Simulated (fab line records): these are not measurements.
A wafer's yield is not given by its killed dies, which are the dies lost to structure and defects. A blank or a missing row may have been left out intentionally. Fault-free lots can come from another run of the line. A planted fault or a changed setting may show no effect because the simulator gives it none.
Chamber matching -- flow n5_finfet -- N5_BEOL_M2_VIA_ETCH_34 on rie_diel-03: 4 sister chambers
The step etches the open film in C4F6/O2, target depth 69.4 nm, time 65.9 s. 4 wafers are shown with their chamber, then 9 later ones without.

## EACH WAFER AND ITS CHAMBER
wafer,chamber,showerhead_plenum_p_Torr (Torr)
L083.1,1,2.91
L083.3,2,2.95
L084.3,3,2.93
L084.6,0,3.02

## WAFERS WITHOUT THEIR CHAMBER
wafer,showerhead_plenum_p_Torr (Torr)
L088.2,2.95
L088.3,2.92
L088.4,3.01
L087.1,2.92
L087.3,2.90
L087.5,2.94
L092.4,3.00
L092.5,2.91
L092.6,2.89

## WHICH CHAMBER EACH WENT THROUGH
wafer,from the rows above,in truth
L088.2,can't be placed: 2 or 3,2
L088.3,can't be placed: 1 or 3 or 2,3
L088.4,0,0
L087.1,can't be placed: 1 or 3 or 2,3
L087.3,can't be placed: 1 or 3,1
L087.5,can't be placed: 3 or 2 or 1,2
L092.4,0,0
L092.5,can't be placed: 1 or 3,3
L092.6,can't be placed: 1 or 3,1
Correct placement for 2 of the 9. Unplaceable from these rows: 7, with the true chamber sitting among the candidates in 7. Placed wrongly: 0.
How it was worked out, from the rows above alone: a wafer's distance from a chamber is the root of the sum, over the readings, of the square of ((its reading less the chamber's mean) divided by the reading's scatter). The wafer belongs to the nearest chamber; if the next one is less than 2 further off, it can't be placed. For every chamber, the mean is computed from those of its wafers that are shown. The scatter (one wafer shown for each chamber): square how far every hidden wafer sits from the nearest shown wafer, average those squares and take the square root.
